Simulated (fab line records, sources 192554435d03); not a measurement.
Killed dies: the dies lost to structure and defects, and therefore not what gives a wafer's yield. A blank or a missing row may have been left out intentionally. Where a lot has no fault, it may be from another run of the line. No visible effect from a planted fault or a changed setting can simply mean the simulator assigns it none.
fab line records | flow n5_finfet
[record] lots = 5 wafers = 15 last_day = 17
route steps=1938 shown MIM_BOT_LITHO@1862 MIM_BOT_ETCH@1866 PASS1_CAP@1873
lots with no fault: from the same line, run without faults
start_h: hours from the record's opening day to when the first of the lot's shown wafers began | wait_h: time in hours since the lot's previous step | " repeats the value in the row above | L1.1+2: one row covering several wafers at once | - no value present, or no start provided | * or withheld: withheld | < > ~ a bound
route shown NAME@n: a module of which the file shows steps, and the number in the route of the first | usual: average and standard deviation across the fault-free wafers | same: alike in all rows | chamber/n: place in a boat | sites: each site's reading | _std_site: standard deviation across them | _edge_site: the outer-site mean with the inner-site mean subtracted | radius_mm: for every site, how far away it sits from the centre of the wafer | mask NAME#n: copy n | behind: the most recent tool/chamber to have shaped the wafer | hold: cause of the lot's hold/its duration in hours/its outcome | device: the n, p or np transistor that did not switch | end of line: tests of these same wafers at the route's end | where a step has no rows: the recipe by itself | killed: dies lost to structure and defects at the first sort, not the wafer's yield | map: per-die view of a wafer (x killed, . not killed, _ where there is no die)
set.NAME: the setting as run; set.NAME@STEP: as run at that earlier step | model.NAME: the simulator's own value behind a step, which no gauge read
certain route steps with their lots: each step a table, each wafer a row
services: a tool's chamber out of use, with start hour (start_h, from the record's first day; less than 0 if before it), hours out, and reason
[[steps]]
[step N5_MIM_BOT_LITHO_CD_MEAS_08]
[recipe] target_cd_nm = 3000 landing_energy_ev = 500 detector = se_inlens polarity = opening
[usual] cd_nm = 3000.2/1.5
// columns lot.wafer tool chamber start_h wait_h cd_nm
L078.1 cd_sem-01 0 268.96 - 2999.1
L078.2 " 0 " " 2998.9
L078.6 " 0 " " 2999.4
L079.3 cd_sem-02 0 281.58 - 2999.4
L079.4 " 0 " " 3000.7
L079.5 " 0 " " 3001.0
L094.2 cd_sem-01 0 365.93 - 3000.1
L094.3 " 0 " " 2999.1
L094.4 " 0 " " 3000.0
L093.1 cd_sem-01 0 374.14 - 2999.3
L093.3 " 0 " " 2999.7
L093.5 " 0 " " 3000.6
L097.1 cd_sem-02 0 398.94 - 2997.7
L097.4 " 0 " " 2998.1
L097.6 " 0 " " 2997.2
[step N5_MIM_BOT_LITHO_OVL_MEAS_11]
[recipe] points_per_wafer = 44
[usual] MIM_BOT_OVL = 2/5.3
// columns lot.wafer tool chamber start_h wait_h MIM_BOT_OVL[nm]
L078.1 overlay-02 0 268.99 0.0 0
L078.2 " 0 " " 3
L078.6 " 0 " " 1
L079.3 overlay-01 0 281.61 0.0 -3
L079.4 " 0 " " 4
L079.5 " 0 " " 3
L094.2 overlay-02 0 365.96 0.0 8
L094.3 " 0 " " -9
L094.4 " 0 " " 0
L093.1 overlay-01 0 374.17 0.0 -3
L093.3 " 0 " " -4
L093.5 " 0 " " -8
L097.1 overlay-01 0 398.97 0.0 7
L097.4 " 0 " " 5
L097.6 " 0 " " 13
[step N5_MIM_BOT_LITHO_INSPECT_12]
[recipe] mode = adi inspect_instrument = macro
[usual] raw_defect_count = 1.9/1.3
// columns lot.wafer tool chamber start_h wait_h raw_defect_count
L078.1 defect_inspect-01 - 269.02 0.0 1
L078.2 " - " " 2
L078.6 " - " " 4
L079.3 defect_inspect-02 - 281.64 0.0 4
L079.4 " - " " 2
L079.5 " - " " 4
L094.2 defect_inspect-02 - 365.99 0.0 3
L094.3 " - " " 0
L094.4 " - " " 2
L093.1 defect_inspect-02 - 374.19 0.0 1
L093.3 " - " " 5
L093.5 " - " " 0
L097.1 defect_inspect-02 - 398.99 0.0 2
L097.4 " - " " 1
L097.6 " - " " 2
[step N5_MIM_BOT_LITHO_DESCUM_10]
[recipe] chemistry = O2 time_s = 7.9 source_power_w = 50 bias_power_w = 20 pressure_mtorr = 20 rf_frequency_hz = 2.712e+07 temp_c = 40 o2_flow_sccm = 225
[usual] drypump_motor_current_A = 5.9/0.52 oes_product_au = 0.80/0.079 rf_vpp_V = 243.4/1.3 showerhead_plenum_p_Torr = 2.11/0.066 throttle_valve_pct = 20.42/0.29
// columns lot.wafer tool chamber start_h wait_h drypump_motor_current_A oes_product_au rf_hours_counter_h rf_vpp_V showerhead_plenum_p_Torr throttle_valve_pct
L078.1 rie_diel-01 3 269.05 0.0 5.1 0.70 247 242.2 1.98 20.51
L078.2 " 2 " " 6.6 0.68 226 243.2 2.08 20.51
L078.6 " 2 " " 6.6 0.69 - 241.9 2.08 20.51
L079.3 rie_diel-05 3 281.67 0.0 5.6 0.75 167 243.3 2.19 20.61
L079.4 " 2 " " 6.6 0.74 190 242.2 2.08 20.46
L079.5 " 2 " " 6.6 0.74 - 242.7 2.08 20.47
L094.2 rie_diel-01 0 366.02 0.0 5.5 0.80 120 242.2 2.10 20.81
L094.3 " 3 " " 5.1 0.91 24 246.3 2.23 20.17
L094.4 " 1 " " 6.6 0.78 125 243.9 2.11 20.86
L093.1 rie_diel-04 2 374.23 0.0 5.7 0.81 68 243.4 2.12 20.02
L093.3 " 1 " " 5.7 0.71 206 241.2 2.06 20.77
L093.5 " 3 " " 5.6 0.92 - 242.5 2.14 19.93
L097.1 rie_diel-01 3 399.03 0.0 5.1 0.88 36 245.4 2.23 20.19
L097.4 " 1 " " 6.6 0.78 137 241.4 2.11 20.91
L097.6 " 2 " " 6.6 0.92 - 244.8 2.06 20.18
[step N5_MIM_BOT_ETCH_ETCH_04]
[recipe] chemistry = CF4/O2 target = SiNx target_depth_a = 260 time_s = 13 ion_energy_ev = 100 pressure_mtorr = 40 source_w = 535 bias_w = 49 Ar_flow_sccm = 100 cf4_flow_sccm = 100 O2_flow_sccm = 10
[usual] drypump_motor_current_A = 5.9/0.52 oes_ar_750_au = 0.80/0.074 oes_product_au = 0.80/0.078 rf_vpp_V = 241.1/2 showerhead_plenum_p_Torr = 2.22/0.064 throttle_valve_pct = 15.99/0.29
// columns lot.wafer tool chamber start_h wait_h drypump_motor_current_A oes_ar_750_au oes_product_au rf_hours_counter_h rf_vpp_V showerhead_plenum_p_Torr throttle_valve_pct
L078.1 rie_diel-01 3 269.12 0.0 5.1 0.71 0.70 247 238.0 2.09 16.10
L078.2 " 2 " " 6.6 0.69 0.68 226 241.4 2.19 16.07
L078.6 " 2 " " 6.6 0.69 0.68 - 243.0 2.19 16.10
L079.3 rie_diel-05 3 281.73 0.0 5.5 0.75 0.73 167 239.4 2.29 16.18
L079.4 " 2 " " 6.6 0.75 0.73 190 240.8 2.19 16.08
L079.5 " 2 " " 6.6 0.74 0.73 - 239.2 2.19 16.09
L094.2 rie_diel-01 0 366.09 0.0 5.4 0.81 0.80 120 242.9 2.22 16.36
L094.3 " 3 " " 5.1 0.93 0.92 24 241.4 2.34 15.69
L094.4 " 1 " " 6.6 0.80 0.80 125 241.1 2.22 16.39
L093.1 rie_diel-04 2 374.29 0.0 5.7 0.81 0.83 68 237.9 2.24 15.58
L093.3 " 1 " " 5.7 0.72 0.72 206 239.2 2.18 16.37
L093.5 " 3 " " 5.7 0.91 0.92 - 239.4 2.25 15.48
L097.1 rie_diel-01 3 399.09 0.0 5.1 0.90 0.89 36 239.9 2.33 15.69
L097.4 " 1 " " 6.7 0.79 0.78 137 242.0 2.21 16.39
L097.6 " 2 " " 6.6 0.91 0.93 - 242.3 2.17 15.69
[step N5_MIM_BOT_ETCH_ETCH_03]
[recipe] chemistry = Cl2/BCl3 target_depth_a = 120 pressure_mtorr = 8 icp_w = 800 bias_w = 100 Cl2_flow_sccm = 20 bcl3_flow_sccm = 80
[usual] drypump_motor_current_A = 5.4/0.37 oes_product_au = 0.75/0.068 throttle_valve_pct = 27.7/0.36
// columns lot.wafer tool chamber start_h wait_h drypump_motor_current_A oes_product_au rf_hours_counter_h throttle_valve_pct
L078.1 rie_metal-03 1 269.21 0.1 5.6 0.85 19 27.7
L078.2 " 0 " " 4.9 0.64 99 28.3
L078.6 " 1 " " 5.6 0.87 - 27.7
L079.3 rie_metal-01 1 281.85 0.1 6.1 0.79 - 28.0
L079.4 " 0 " " 5.3 0.72 - 27.4
L079.5 " 0 " " 5.2 0.72 - 27.4
L094.2 rie_metal-02 1 366.17 0.1 5.3 0.77 43 27.5
L094.3 " 0 " " 5.5 0.73 - 27.1
L094.4 " 1 " " 5.3 0.78 - 27.5
L093.1 rie_metal-03 1 374.38 0.1 5.6 0.82 30 27.8
L093.3 " 1 " " 5.6 0.82 - 27.8
L093.5 " 1 " " 5.6 0.82 - 27.8
L097.1 rie_metal-01 0 399.18 0.1 5.3 0.69 84 27.4
L097.4 " 1 " " 6.1 0.74 - 28.1
L097.6 " 1 " " 6.1 0.74 - 28.1
[step N5_MIM_BOT_ETCH_ETCH_00]
[recipe] chemistry = Cl2/BCl3 target = TiN target_depth_a = 455 ion_energy_ev = 150 pressure_mtorr = 10 icp_w = 1000 bias_w = 126 Cl2_flow_sccm = 53.25 bcl3_flow_sccm = 21.75 Ar_flow_sccm = 25
[usual] drypump_motor_current_A = 5.4/0.37 oes_ar_750_au = 0.75/0.064 oes_product_au = 0.75/0.067 throttle_valve_pct = 22.1/0.33
// columns lot.wafer tool chamber start_h wait_h drypump_motor_current_A oes_ar_750_au oes_product_au rf_hours_counter_h throttle_valve_pct
L078.1 rie_metal-03 1 269.30 0.1 5.6 0.85 0.85 19 22.2
L078.2 " 0 " " 4.9 0.66 0.65 99 22.6
L078.6 " 1 " " 5.6 0.85 0.86 - 22.2
L079.3 rie_metal-01 1 281.95 0.1 6.1 0.76 0.77 - 22.3
L079.4 " 0 " " 5.3 0.73 0.72 - 21.8
L079.5 " 0 " " 5.3 0.72 0.72 - 21.8
L094.2 rie_metal-02 1 366.26 0.1 5.3 0.78 0.77 44 21.9
L094.3 " 0 " " 5.5 0.73 0.74 - 21.5
L094.4 " 1 " " 5.2 0.78 0.77 - 21.9
L093.1 rie_metal-03 1 374.56 0.1 5.6 0.82 0.82 30 22.2
L093.3 " 1 " " 5.6 0.81 0.82 - 22.2
L093.5 " 1 " " 5.6 0.82 0.82 - 22.2
L097.1 rie_metal-01 0 399.27 0.1 5.2 0.70 0.70 84 21.8
L097.4 " 1 " " 6.1 0.74 0.75 - 22.4
L097.6 " 1 " " 6.1 0.74 0.76 - 22.3
[step N5_MIM_BOT_ETCH_STRIP_01]
[recipe] chemistry = O2 power_w = 600 temp_c = 60 pressure_mtorr = 30 rf_frequency_hz = 6e+07 bias_power_w = 0 overash_fraction = 0.5 o2_flow_sccm = 225
[usual] drypump_motor_current_A = 6.0/0.49 oes_product_au = 0.81/0.087 rf_vpp_V = 3.7/1.3 showerhead_plenum_p_Torr = 2.13/0.064 throttle_valve_pct = 16.6/0.33
// columns lot.wafer tool chamber start_h wait_h drypump_motor_current_A oes_product_au rf_hours_counter_h rf_vpp_V showerhead_plenum_p_Torr throttle_valve_pct
L078.1 rie_diel-01 2 269.44 0.1 6.6 0.68 226 4.7 2.08 16.8
L078.2 " 1 " " 6.6 0.83 90 3.1 2.13 17.0
L078.6 " 2 " " 6.6 0.69 - 2.7 2.08 16.7
L079.3 rie_diel-05 2 282.05 0.1 6.6 0.73 190 5.6 2.08 16.8
L079.4 " 0 " " 5.6 0.78 122 2.4 2.01 16.6
L079.5 " 2 " " 6.6 0.72 - 1.1 2.08 16.8
L094.2 rie_diel-04 2 366.41 0.1 5.7 0.81 66 3.3 2.12 16.3
L094.3 " 3 " " 5.7 0.92 11 1.9 2.15 16.1
L094.4 " 1 " " 5.7 0.72 204 3.9 2.07 17.0
L093.1 rie_diel-05 3 374.82 0.2 5.6 0.72 198 3.5 2.18 16.9
L093.3 " 2 " " 6.6 0.72 223 0.7 2.07 16.8
L093.5 " 3 " " 5.6 0.72 - 2.1 2.18 16.9
L097.1 rie_diel-05 3 399.41 0.1 5.5 0.69 207 3.8 2.18 17.0
L097.4 " 1 " " 6.2 0.83 78 3.7 2.13 16.5
L097.6 " 2 " " 6.6 0.71 - 4.5 2.07 16.8
[step N5_MIM_BOT_ETCH_STRIP_02]
[recipe] chemistry = post_etch_residue_remover time_s = 1200 temp_c = 72.5
// columns lot.wafer tool chamber start_h wait_h
L078.1+2+6 wet_bench-01 4,0,2 269.50 -
L079.3+4+5 wet_bench-06 4,0,5 282.12 -
L094.2+3+4 wet_bench-01 0,7,4 366.48 -
L093.1+3+5 wet_bench-04 0,5,4 374.89 -
L097.1+4+6 wet_bench-01 6,4,3 399.48 -
[step N5_MIM_BOT_ETCH_CLEAN_05]
[recipe] chemistry = IPA time_s = 180 temp_c = 25
// columns lot.wafer tool chamber start_h wait_h
L078.1+2+6 wet_bench-01 4,0,2 269.84 0.0
L079.3+4+5 wet_bench-06 4,0,5 282.46 0.0
L094.2+3+4 wet_bench-01 0,7,4 366.81 0.0
L093.1+3+5 wet_bench-04 0,5,4 375.23 0.0
L097.1+4+6 wet_bench-01 6,4,3 399.81 0.0
[step N5_MIM_BOT_ETCH_SRD_06]
[recipe] dry = ipa_marangoni time_s = 30 temp_c = 23 rinse_liquid = diw
// columns lot.wafer tool chamber start_h wait_h
L078.1+2+6 wet_bench-01 4,0,2 269.89 0.0
L079.3+4+5 wet_bench-06 4,0,5 282.51 0.0
L094.2+3+4 wet_bench-01 0,7,4 366.87 0.0
L093.1+3+5 wet_bench-04 0,5,4 375.28 0.0
L097.1+4+6 wet_bench-01 6,4,3 399.87 0.0
[step N5_PASSIVATION_PECVD_55]
[recipe] material = SiO2 target_thk_a = 4000 temp_c = 400 precursor = SiH4/N2O pressure_torr = 2.7 rf_w = 608 time_s = 22.5
[usual] heater_power_w = 690/91 showerhead_plenum_p_Torr = 8.17/0.13 throttle_valve_pct = 52/3
// columns lot.wafer tool chamber start_h wait_h heater_power_w showerhead_plenum_p_Torr throttle_valve_pct
L078.1 pecvd-01 1 269.94 0.0 639 8.13 49
L078.2 " 2 " " 625 7.93 47
L078.6 " 1 " " 527 8.11 50
L079.3 pecvd-04 0 282.55 0.0 693 8.34 54
L079.4 " 2 " " 721 8.06 50
L079.5 " 0 " " 696 8.32 54
L094.2 pecvd-01 2 366.91 0.0 721 7.93 47
L094.3 " 1 " " 566 8.17 50
L094.4 " 0 " " 760 8.31 52
L093.1 pecvd-02 1 375.32 0.0 664 8.17 53
L093.3 " 2 " " 668 8.23 50
L093.5 " 2 " " 665 8.22 50
L097.1 pecvd-01 2 399.92 0.0 705 7.94 48
L097.4 " 1 " " 558 8.16 50
L097.6 " 0 " " 695 8.30 52
[[services]]
// columns tool chamber start_h hours kind
rie_metal-02 0 253.58 26.6 repair
rie_metal-03 - 253.80 1.7 repair
pecvd-02 - 256.77 4.3 pm
rie_diel-04 1 265.61 2.8 repair
pecvd-01 0 267.79 6.9 repair
rie_diel-04 1 270.86 4.3 repair
pecvd-02 0 272.77 6.2 repair
rie_diel-01 3 279.36 - clean
rie_diel-01 3 279.36 - consumable_replace:focus_ring
rie_diel-01 3 279.36 - consumable_replace:showerhead
rie_diel-01 3 279.36 15.2 scheduled_down
rie_diel-01 3 279.36 15.2 vent_cycle
rie_diel-04 3 283.85 4.2 repair
rie_diel-01 1 284.52 2.1 repair
rie_diel-04 2 298.45 3.9 repair
rie_metal-02 0 298.84 63.1 repair
rie_diel-01 3 303.05 3.8 repair
wet_bench-01 - 309.46 2.6 repair
wet_bench-01 - 321.04 2.7 repair
rie_metal-02 1 331.14 4.0 repair
rie_diel-01 2 331.60 - clean
rie_diel-01 2 331.60 - consumable_replace:focus_ring
rie_diel-01 2 331.60 20.0 scheduled_down
pecvd-04 0 385.45 17.9 repair
[[key]]
fault none
